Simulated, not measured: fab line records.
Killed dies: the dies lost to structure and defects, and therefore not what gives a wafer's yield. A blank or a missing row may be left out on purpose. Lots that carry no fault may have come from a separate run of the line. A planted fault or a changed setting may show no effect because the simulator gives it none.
fab line records	flow nandHarc	part 1 of 2: steps 1 to 21 of 32
record lots=5	wafers=15	lastDay=34
route steps=1302 shown A_BLC@1108 A_M0@1137
lots that met no fault: taken from a fault-free run of the same line
startH: the number of hours between the record's first day and the start of the first shown wafer of the lot	waitH: hours from the lot's prior step to this one	" repeats the value in the row above	L1.1+2: a single row standing in for several wafers	- no value present, or no start provided	* or withheld: withheld	< > ~ a bound
route shown NAME@n: NAME is a module with steps in the file, n the number in the route of the first one	usual: mean and standard deviation over wafers with no fault	same: alike in all rows	chamber/n: place in a boat	sites: per-site readings	_std_site: standard deviation across them	_edge_site: mean of outer sites minus mean of inner sites	radiusMm: for every site, how far away it sits from the centre of the wafer	mask NAME#n: copy n	behind: the last tool/chamber to shape the wafer	hold: why the lot went on hold/how many hours it stayed there/how the hold came to an end	device: names the non-switching transistor (n, p or np)	end of line: the tests these same wafers got at the end of their route	where a step has no rows: the recipe by itself	killed: at the first sort, the dies lost to defects and structure; wafer yield is something else	map: a wafer's dies, x killed, . not, _ none there
set.NAME: the run value of the setting; set.NAME@STEP: its run value at that earlier step	model.NAME: the simulator's own value behind a step, which no gauge read
lots seen at some steps along the route; tables by step, rows by wafer
services: from which hour (startH, from the record's first day; less than 0 if before it) a tool's chamber was out of use, for how many hours, and why
## steps
# step NHARC_A_BLC_HMDS_01
# recipe timeS=30
# usual resistLineTempC=23.03/0.11
lot.wafer	tool	chamber	startH	waitH	resistLineTempC
L074.1	lithoTrack-04	0	-	-	23.13
L074.3	"	0	"	"	23.34
L074.6	"	0	"	"	23.07
L083.2	lithoTrack-01	0	-	-	22.95
L083.3	"	0	"	"	23.09
L083.5	"	0	"	"	22.92
L088.1	lithoTrack-01	0	-	-	22.93
L088.2	"	0	"	"	22.96
L088.5	"	0	"	"	22.80
L093.1	lithoTrack-01	0	-	-	23.24
L093.5	"	0	"	"	23.18
L093.6	"	0	"	"	23.23
L094.3	lithoTrack-06	0	-	-	22.84
L094.4	"	0	"	"	23.16
L094.6	"	0	"	"	23.03
# step NHARC_A_BLC_COAT_02
# recipe tempC=260	timeS=75
# usual resistLineTempC=23.04/0.097
lot.wafer	tool	chamber	startH	waitH	resistLineTempC
L074.1	lithoTrack-04	0	-	-	23.11
L074.3	"	0	"	"	23.07
L074.6	"	0	"	"	23.07
L083.2	lithoTrack-01	0	-	-	23.19
L083.3	"	0	"	"	23.03
L083.5	"	0	"	"	23.09
L088.1	lithoTrack-01	0	-	-	22.95
L088.2	"	0	"	"	22.86
L088.5	"	0	"	"	22.83
L093.1	lithoTrack-01	0	-	-	23.12
L093.5	"	0	"	"	23.10
L093.6	"	0	"	"	23.10
L094.3	lithoTrack-06	0	-	-	22.95
L094.4	"	0	"	"	23.21
L094.6	"	0	"	"	22.94
# step NHARC_A_BLC_COAT_03
# recipe tempC=225	timeS=65
# usual resistLineTempC=23.03/0.11
lot.wafer	tool	chamber	startH	waitH	resistLineTempC
L074.1	lithoTrack-04	0	-	-	22.86
L074.3	"	0	"	"	23.02
L074.6	"	0	"	"	23.01
L083.2	lithoTrack-01	0	-	-	22.91
L083.3	"	0	"	"	23.12
L083.5	"	0	"	"	23.11
L088.1	lithoTrack-01	0	-	-	23.04
L088.2	"	0	"	"	23.27
L088.5	"	0	"	"	23.13
L093.1	lithoTrack-01	0	-	-	23.13
L093.5	"	0	"	"	23.01
L093.6	"	0	"	"	22.83
L094.3	lithoTrack-06	0	-	-	23.03
L094.4	"	0	"	"	22.92
L094.6	"	0	"	"	23.09
# step NHARC_A_BLC_COAT_04
# recipe spinRpm=1500	resistThkNm=90
# usual resistLineTempC=23.01/0.11	spinSpeedRpm=1499.9/0.97
lot.wafer	tool	chamber	startH	waitH	resistLineTempC	spinSpeedRpm
L074.1	lithoTrack-04	0	-	-	22.87	1499.4
L074.3	"	0	"	"	23.11	1498.7
L074.6	"	0	"	"	23.00	1500.3
L083.2	lithoTrack-01	0	-	-	23.08	1499.7
L083.3	"	0	"	"	22.87	1499.2
L083.5	"	0	"	"	22.93	1499.3
L088.1	lithoTrack-01	0	-	-	23.04	1499.5
L088.2	"	0	"	"	23.01	1499.6
L088.5	"	0	"	"	22.95	1500.4
L093.1	lithoTrack-01	0	-	-	22.98	1501.3
L093.5	"	0	"	"	22.86	1500.9
L093.6	"	0	"	"	22.96	1499.5
L094.3	lithoTrack-06	0	-	-	22.85	1498.8
L094.4	"	0	"	"	22.90	1500.0
L094.6	"	0	"	"	22.98	1502.6
# step NHARC_A_BLC_SOFTBAKE_05
# recipe tempC=105	timeS=55
# usual resistLineTempC=23.00/0.11
lot.wafer	tool	chamber	startH	waitH	resistLineTempC
L074.1	lithoTrack-04	0	-	-	22.94
L074.3	"	0	"	"	22.86
L074.6	"	0	"	"	22.78
L083.2	lithoTrack-01	0	-	-	23.09
L083.3	"	0	"	"	22.96
L083.5	"	0	"	"	22.79
L088.1	lithoTrack-01	0	-	-	23.00
L088.2	"	0	"	"	22.85
L088.5	"	0	"	"	22.96
L093.1	lithoTrack-01	0	-	-	23.19
L093.5	"	0	"	"	23.04
L093.6	"	0	"	"	23.24
L094.3	lithoTrack-06	0	-	-	22.97
L094.4	"	0	"	"	23.06
L094.6	"	0	"	"	22.99
# step NHARC_A_BLC_EBR_06
# usual resistLineTempC=23.02/0.1
lot.wafer	tool	chamber	startH	waitH	resistLineTempC
L074.1	lithoTrack-04	0	-	-	23.04
L074.3	"	0	"	"	23.08
L074.6	"	0	"	"	23.04
L083.2	lithoTrack-01	0	-	-	22.94
L083.3	"	0	"	"	23.08
L083.5	"	0	"	"	23.02
L088.1	lithoTrack-01	0	-	-	23.13
L088.2	"	0	"	"	23.05
L088.5	"	0	"	"	23.15
L093.1	lithoTrack-01	0	-	-	22.84
L093.5	"	0	"	"	22.72
L093.6	"	0	"	"	23.06
L094.3	lithoTrack-06	0	-	-	22.94
L094.4	"	0	"	"	22.80
L094.6	"	0	"	"	22.91
# step NHARC_A_BLC_EXPOSE_07
# recipe na=1.35	targetCdNm=100	doseMj=67.97	maskId=A_BLC
# usual focusOffsetNm=0.0/0.5
lot.wafer	tool	chamber	startH	waitH	mask	focusOffsetNm
L074.1	arfiScanner-01	0	522.30	-	A_BLC#0	-0.5
L074.3	"	0	"	"	A_BLC#0	-0.8
L074.6	"	0	"	"	A_BLC#0	0.7
L083.2	arfiScanner-02	0	607.19	-	A_BLC#0	0.6
L083.3	"	0	"	"	A_BLC#0	-0.3
L083.5	"	0	"	"	A_BLC#0	0.5
L088.1	arfiScanner-03	0	649.93	-	A_BLC#0	0.2
L088.2	"	0	"	"	A_BLC#0	0.0
L088.5	"	0	"	"	A_BLC#0	0.9
L093.1	arfiScanner-02	0	714.64	-	A_BLC#0	0.0
L093.5	"	0	"	"	A_BLC#0	-0.8
L093.6	"	0	"	"	A_BLC#0	-0.8
L094.3	arfiScanner-02	0	751.17	-	A_BLC#0	0.9
L094.4	"	0	"	"	A_BLC#0	0.5
L094.6	"	0	"	"	A_BLC#0	0.3
# step NHARC_A_BLC_PEB_08
# recipe pebTempC=100	pebTimeS=65
# usual resistLineTempC=23.03/0.085
lot.wafer	tool	chamber	startH	waitH	resistLineTempC
L074.1	lithoTrack-06	0	522.36	0.1	23.13
L074.3	"	0	"	"	22.97
L074.6	"	0	"	"	22.99
L083.2	lithoTrack-04	0	607.25	0.1	23.06
L083.3	"	0	"	"	22.91
L083.5	"	0	"	"	23.16
L088.1	lithoTrack-04	0	650.00	0.1	23.04
L088.2	"	0	"	"	22.95
L088.5	"	0	"	"	23.24
L093.1	lithoTrack-04	0	714.70	0.1	23.03
L093.5	"	0	"	"	22.92
L093.6	"	0	"	"	23.07
L094.3	lithoTrack-04	0	751.22	0.0	22.88
L094.4	"	0	"	"	22.89
L094.6	"	0	"	"	23.05
# step NHARC_A_BLC_DEVELOP_09
# recipe developTimeS=35	devTempC=23
# usual resistLineTempC=22.99/0.11
lot.wafer	tool	chamber	startH	waitH	resistLineTempC
L074.1	lithoTrack-06	0	-	-	23.09
L074.3	"	0	"	"	23.00
L074.6	"	0	"	"	23.10
L083.2	lithoTrack-04	0	-	-	23.02
L083.3	"	0	"	"	23.04
L083.5	"	0	"	"	23.00
L088.1	lithoTrack-04	0	-	-	23.07
L088.2	"	0	"	"	22.80
L088.5	"	0	"	"	22.95
L093.1	lithoTrack-04	0	-	-	23.10
L093.5	"	0	"	"	23.13
L093.6	"	0	"	"	22.91
L094.3	lithoTrack-04	0	-	-	23.01
L094.4	"	0	"	"	22.81
L094.6	"	0	"	"	22.88
# step NHARC_A_BLC_CD_MEAS_10
# recipe targetCdNm=100	landingEnergyEv=500
# usual cdNm=100.1/0.61
lot.wafer	tool	chamber	startH	waitH	cdNm
L074.1	cdSem-02	0	522.44	-	99.8
L074.3	"	0	"	"	99.5
L074.6	"	0	"	"	100.1
L083.2	cdSem-01	0	607.33	-	99.5
L083.3	"	0	"	"	100.9
L083.5	"	0	"	"	100.3
L088.1	cdSem-01	0	650.08	-	99.8
L088.2	"	0	"	"	101.4
L088.5	"	0	"	"	100.0
L093.1	cdSem-01	0	714.78	-	100.0
L093.5	"	0	"	"	100.9
L093.6	"	0	"	"	100.6
L094.3	cdSem-01	0	751.30	-	100.7
L094.4	"	0	"	"	100.8
L094.6	"	0	"	"	99.9
# step NHARC_A_BLC_OVL_MEAS_11
# usual overlayXNm=0.1/0.75	overlayYNm=0.2/0.97
lot.wafer	tool	chamber	startH	waitH	overlayXNm	overlayYNm
L074.1	overlay-01	-	522.53	-	0.6	0.5
L074.3	"	-	"	"	0.2	0.4
L074.6	"	-	"	"	0.1	0.8
L083.2	overlay-02	-	607.42	-	0.9	-0.6
L083.3	"	-	"	"	0.7	-0.5
L083.5	"	-	"	"	1.1	-0.7
L088.1	overlay-01	-	650.17	-	-0.2	0.7
L088.2	"	-	"	"	-0.4	1.0
L088.5	"	-	"	"	-0.7	1.4
L093.1	overlay-01	-	714.87	-	-0.5	-0.3
L093.5	"	-	"	"	-0.7	-0.7
L093.6	"	-	"	"	-0.8	-0.9
L094.3	overlay-02	-	751.39	-	0.3	-0.9
L094.4	"	-	"	"	1.2	-0.5
L094.6	"	-	"	"	1.1	-0.4
# step NHARC_A_BLC_INSPECT_12
# usual rawDefectCount=92/30
lot.wafer	tool	chamber	startH	waitH	rawDefectCount
L074.1	defectInspect-02	-	522.57	0.0	114
L074.3	"	-	"	"	108
L074.6	"	-	"	"	114
L083.2	defectInspect-02	-	607.46	0.0	85
L083.3	"	-	"	"	90
L083.5	"	-	"	"	96
L088.1	defectInspect-02	-	650.20	0.0	26
L088.2	"	-	"	"	32
L088.5	"	-	"	"	24
L093.1	defectInspect-01	-	714.90	0.0	156
L093.5	"	-	"	"	175
L093.6	"	-	"	"	178
L094.3	defectInspect-01	-	751.42	0.0	81
L094.4	"	-	"	"	88
L094.6	"	-	"	"	77
# step NHARC_A_BLC_DESCUM_15
# recipe timeS=3	o2FlowSccm=200	arFlowSccm=0	biasPowerW=0	chemistry=O2
# usual drypumpMotorCurrentA=5.8/0.43	oesProductAu=1.000/0.01	rfVppV=57.9/0.88	showerheadPlenumPTorr=1.97/0.072	throttleValvePct=11.312/0.0085
lot.wafer	tool	chamber	startH	waitH	drypumpMotorCurrentA	oesProductAu	rfHoursCounterH	rfVppV	showerheadPlenumPTorr	throttleValvePct
L074.3	rieDiel-10	3	522.63	0.1	5.4	1.015	8	57.4	2.01	11.305
L074.1	"	0	"	"	6.5	1.001	8	56.6	1.87	11.318
L074.6	"	3	"	"	5.4	1.014	-	59.1	2.01	11.315
L083.2	rieDiel-07	2	607.52	0.1	5.0	1.005	7	58.1	2.05	11.312
L083.3	"	0	"	"	6.0	1.005	10	56.9	1.95	11.325
L083.5	"	2	"	"	5.0	1.000	-	58.0	2.05	11.312
L088.2	rieDiel-10	2	650.26	0.1	5.6	1.002	4	59.7	1.98	11.295
L088.1	"	0	"	"	6.5	1.002	2	58.0	1.86	11.297
L088.5	"	3	"	"	5.4	0.987	-	56.9	2.00	11.317
L093.1	rieDiel-07	1	714.99	0.1	5.7	0.996	3	57.0	1.98	11.313
L093.5	"	2	"	"	5.0	1.005	-	58.3	2.05	11.318
L093.6	"	3	"	"	6.2	0.992	-	59.3	2.00	11.314
L094.3	rieDiel-07	0	751.48	0.1	6.0	0.995	4	58.2	1.94	11.310
L094.4	"	1	"	"	5.7	1.019	5	57.3	1.98	11.317
L094.6	"	1	"	"	5.7	1.021	-	58.8	1.98	11.327
# step NHARC_A_BLC_ETCH_16
# recipe targetDepthA=390	overEtchFrac=0.3	timeS=65	ionEnergyEv=80	cf4FlowSccm=150	arFlowSccm=0	rfW=300	biasW=100	chemistry=CF4
# usual biasW=100.07/0.29	drypumpMotorCurrentA=5.8/0.44	oesProductAu=1.001/0.0099	rfVppV=151.7/1.2	showerheadPlenumPTorr=1.82/0.064	throttleValvePct=13.284/0.0089
lot.wafer	tool	chamber	startH	waitH	biasW	drypumpMotorCurrentA	oesProductAu	rfHoursCounterH	rfVppV	showerheadPlenumPTorr	throttleValvePct
L074.1	rieDiel-10	2	522.74	0.1	100.67	5.7	0.989	8	152.5	1.83	13.297
L074.3	"	3	"	"	100.07	5.4	1.018	8	151.9	1.85	13.294
L074.6	"	0	"	"	100.19	6.5	0.995	-	150.9	1.73	13.280
L083.3	rieDiel-07	1	607.62	0.1	100.55	5.7	1.015	9	151.5	1.83	13.277
L083.2	"	2	"	"	100.27	5.0	1.012	7	153.1	1.88	13.289
L083.5	"	1	"	"	100.33	5.7	1.007	-	151.6	1.83	13.274
L088.2	rieDiel-10	1	650.35	0.1	99.90	5.9	0.982	4	149.5	1.65	13.281
L088.1	"	0	"	"	100.27	6.5	0.993	2	150.3	1.73	13.276
L088.5	"	1	"	"	99.83	5.9	0.975	-	148.9	1.65	13.283
L093.1	rieDiel-07	1	715.07	0.1	99.89	5.7	1.004	3	150.7	1.83	13.286
L093.5	"	2	"	"	99.73	5.0	1.010	-	152.7	1.88	13.267
L093.6	"	3	"	"	100.06	6.2	1.005	-	151.6	1.85	13.280
L094.3	rieDiel-07	0	751.57	0.1	99.55	6.0	0.995	4	152.1	1.80	13.281
L094.4	"	2	"	"	100.11	5.0	1.016	5	152.7	1.88	13.292
L094.6	"	3	"	"	99.91	6.2	1.005	-	151.2	1.84	13.283
# step NHARC_A_BLC_ETCH_17
# recipe targetDepthA=3900	overEtchFrac=0.25	timeS=609.38	ionEnergyEv=200	n2FlowSccm=150	h2FlowSccm=150	arFlowSccm=0	rfW=400	biasW=150	chemistry=N2/H2
# usual biasW=150.0/0.42	drypumpMotorCurrentA=5.8/0.42	h2FlowSccm=150.0/0.44	oesProductAu=1.000/0.0094	rfVppV=432.2/2.2	showerheadPlenumPTorr=2.10/0.076	throttleValvePct=14.172/0.0097
lot.wafer	tool	chamber	startH	waitH	biasW	drypumpMotorCurrentA	h2FlowSccm	oesProductAu	rfHoursCounterH	rfVppV	showerheadPlenumPTorr	throttleValvePct
L074.3	rieDiel-10	3	-	-	150.2	5.4	149.5	1.011	8	433.3	2.14	14.160
L074.1	"	2	"	"	149.0	5.6	150.8	0.991	8	432.8	2.11	14.168
L074.6	"	3	"	"	150.0	5.4	149.5	1.006	-	434.9	2.14	14.166
L083.3	rieDiel-07	1	-	-	149.4	5.7	150.1	1.003	9	433.8	2.12	14.172
L083.2	"	2	"	"	150.7	5.0	150.0	1.003	7	434.9	2.19	14.174
L083.5	"	0	"	"	149.8	6.0	149.6	0.987	-	432.0	2.08	14.185
L088.1	rieDiel-10	2	-	-	148.8	5.7	149.5	1.005	4	431.9	2.11	14.176
L088.2	"	0	"	"	150.1	6.5	150.2	1.002	2	429.2	1.98	14.151
L088.5	"	2	"	"	149.6	5.6	150.2	1.001	-	432.9	2.11	14.164
L093.1	rieDiel-07	1	-	-	149.4	5.7	150.9	0.989	3	430.7	2.11	14.170
L093.5	"	0	"	"	149.9	6.0	150.1	0.987	-	431.6	2.07	14.178
L093.6	"	1	"	"	149.7	5.7	150.2	0.996	-	432.3	2.11	14.172
L094.4	rieDiel-07	3	-	-	149.7	6.2	151.0	1.009	5	431.7	2.14	14.174
L094.3	"	0	"	"	150.7	6.0	150.3	0.991	4	431.7	2.07	14.175
L094.6	"	1	"	"	150.6	5.7	149.9	1.013	-	433.0	2.11	14.182
# step NHARC_A_BLC_ETCH_18
# recipe targetDepthA=9100	c4f8FlowSccm=20	o2FlowSccm=10	arFlowSccm=withheld	rfW=600	biasW=1500	chemistry=C4F8/O2/Ar
# usual biasW=1500/4.7	oesProductAu=0.944/0.024	rfVppV=982/4.9
lot.wafer	tool	chamber	startH	waitH	biasW	oesProductAu	rfHoursCounterH	rfVppV
L074.1	rieDiel-10	0	-	-	1498	0.916	9	976
L074.3	"	2	"	"	1500	0.917	8	985
L074.6	"	3	"	"	1501	0.932	-	985
L083.3	rieDiel-07	1	-	-	1494	0.922	10	983
L083.2	"	3	"	"	1505	0.914	11	985
L083.5	"	1	"	"	1491	0.934	-	984
L088.1	rieDiel-10	1	-	-	1508	0.961	4	967
L088.2	"	3	"	"	1504	0.948	3	986
L088.5	"	1	"	"	1502	0.967	-	969
L093.1	rieDiel-07	0	-	-	1491	0.963	2	979
L093.6	"	2	"	"	1497	0.974	-	989
L093.5	"	3	"	"	1499	0.956	-	986
L094.4	rieDiel-07	1	-	-	1502	0.929	6	983
L094.3	"	3	"	"	1495	0.928	5	985
L094.6	"	1	"	"	1507	0.927	-	982
# step NHARC_A_BLC_CD_MEAS_19
# usual cdNm=99.9/2.1
lot.wafer	tool	chamber	startH	waitH	cdNm
L074.1	cdSem-01	-	523.78	-	95.0
L074.3	"	-	"	"	98.0
L074.6	"	-	"	"	99.3
L083.2	cdSem-03	-	608.51	-	98.6
L083.3	"	-	"	"	101.4
L083.5	"	-	"	"	99.5
L088.1	cdSem-02	-	651.24	-	99.0
L088.2	"	-	"	"	104.7
L088.5	"	-	"	"	101.6
L093.1	cdSem-03	-	715.92	-	101.9
L093.5	"	-	"	"	102.1
L093.6	"	-	"	"	102.1
L094.3	cdSem-01	-	752.45	-	100.8
L094.4	"	-	"	"	97.1
L094.6	"	-	"	"	97.9
# step NHARC_A_BLC_STRIP_29
# recipe cf4FlowSccm=150	arFlowSccm=0	biasW=0	chemistry=CF4
# usual drypumpMotorCurrentA=5.7/0.41	oesProductAu=1.000/0.0092	rfVppV=59.6/0.85	showerheadPlenumPTorr=1.82/0.06	throttleValvePct=13.284/0.0098
# same biasW=0
lot.wafer	tool	chamber	startH	waitH	drypumpMotorCurrentA	oesProductAu	rfHoursCounterH	rfVppV	showerheadPlenumPTorr	throttleValvePct
L074.1	rieDiel-10	0	523.86	0.1	6.5	1.000	9	59.7	1.73	13.283
L074.3	"	3	"	"	5.4	1.011	8	60.0	1.85	13.298
L074.6	"	3	"	"	5.4	1.024	-	60.8	1.85	13.278
L083.3	rieDiel-07	1	608.58	0.1	5.7	1.005	10	59.5	1.83	13.286
L083.2	"	2	"	"	5.1	1.003	7	60.5	1.88	13.282
L083.5	"	1	"	"	5.7	1.014	-	59.7	1.83	13.282
L088.2	rieDiel-13	3	651.32	0.1	6.4	0.998	41	61.2	1.90	13.283
L088.1	"	2	"	"	5.6	1.003	41	60.1	1.80	13.296
L088.5	"	3	"	"	6.4	1.004	-	59.5	1.90	13.284
L093.1	rieDiel-07	2	716.03	0.1	5.1	1.018	3	60.0	1.88	13.276
L093.5	"	3	"	"	6.2	0.996	-	60.6	1.85	13.277
L093.6	"	0	"	"	6.0	0.994	-	59.8	1.80	13.288
L094.3	rieDiel-13	1	752.52	0.1	5.1	0.998	14	59.1	1.86	13.300
L094.4	"	3	"	"	6.4	0.990	12	59.9	1.89	13.279
L094.6	"	1	"	"	5.1	1.002	-	61.1	1.86	13.274
# step NHARC_A_BLC_STRIP_21
# recipe o2FlowSccm=500	arFlowSccm=0	biasW=0	chemistry=O2
# usual drypumpMotorCurrentA=5.8/0.43	oesProductAu=1.000/0.0096	rfVppV=58.0/0.89	showerheadPlenumPTorr=3.61/0.13	throttleValvePct=17.036/0.0093
# same biasW=0
lot.wafer	tool	chamber	startH	waitH	drypumpMotorCurrentA	oesProductAu	rfHoursCounterH	rfVppV	showerheadPlenumPTorr	throttleValvePct
L074.1	rieDiel-10	0	523.99	0.1	6.5	1.005	9	57.9	3.45	17.039
L074.3	"	3	"	"	5.4	1.009	8	56.6	3.69	17.032
L074.6	"	0	"	"	6.5	0.997	-	56.5	3.45	17.027
L083.2	rieDiel-07	2	608.70	0.1	5.0	0.998	7	58.5	3.76	17.038
L083.3	"	3	"	"	6.2	0.992	11	59.4	3.69	17.032
L083.5	"	1	"	"	5.8	1.005	-	59.1	3.65	17.032
L088.1	rieDiel-13	2	651.42	0.1	5.6	1.013	41	56.8	3.59	17.018
L088.2	"	1	"	"	5.1	0.993	35	57.3	3.73	17.024
L088.5	"	2	"	"	5.6	0.997	-	58.7	3.58	17.029
L093.1	rieDiel-07	0	716.11	0.1	6.0	0.984	2	57.8	3.58	17.029
L093.6	"	3	"	"	6.2	0.995	-	59.7	3.68	17.042
L093.5	"	0	"	"	6.0	0.994	-	58.2	3.58	17.036
L094.4	rieDiel-13	3	752.63	0.1	6.4	0.999	12	58.4	3.77	17.044
L094.3	"	2	"	"	5.6	1.015	12	57.4	3.57	17.032
L094.6	"	0	"	"	6.1	1.003	-	58.9	3.46	17.045
# step NHARC_A_BLC_STRIP_22
# recipe timeS=600	tempC=30	chemistry=postEtchResidueRemover
lot.wafer	tool	chamber	startH	waitH
L074.6+3+1	wetBench-03	1,2,4	524.16	-
L083.3+2+5	wetBench-06	6,7,0	608.85	-
L088.2+5+1	wetBench-06	6,1,3	651.57	-
L093.5+1+6	wetBench-06	3,4,7	716.25	-
L094.3+6+4	wetBench-09	6,0,1	752.78	-
# step NHARC_A_BLC_DEGAS_30
# recipe tempC=300	timeS=60
# usual heaterPowerW=465/57
lot.wafer	tool	chamber	startH	waitH	heaterPowerW
L074.3	pvdSputter-01	-	524.43	-	561
L074.1	"	-	"	"	553
L074.6	"	-	"	"	410
L083.3	pvdSputter-02	-	609.10	-	408
L083.2	"	-	"	"	433
L083.5	"	-	"	"	408
L088.1	pvdSputter-02	-	651.85	-	452
L088.2	"	-	"	"	442
L088.5	"	-	"	"	424
L093.1	pvdSputter-02	-	716.52	-	439
L093.5	"	-	"	"	451
L093.6	"	-	"	"	437
L094.3	pvdSputter-02	-	753.06	-	441
L094.4	"	-	"	"	444
L094.6	"	-	"	"	518
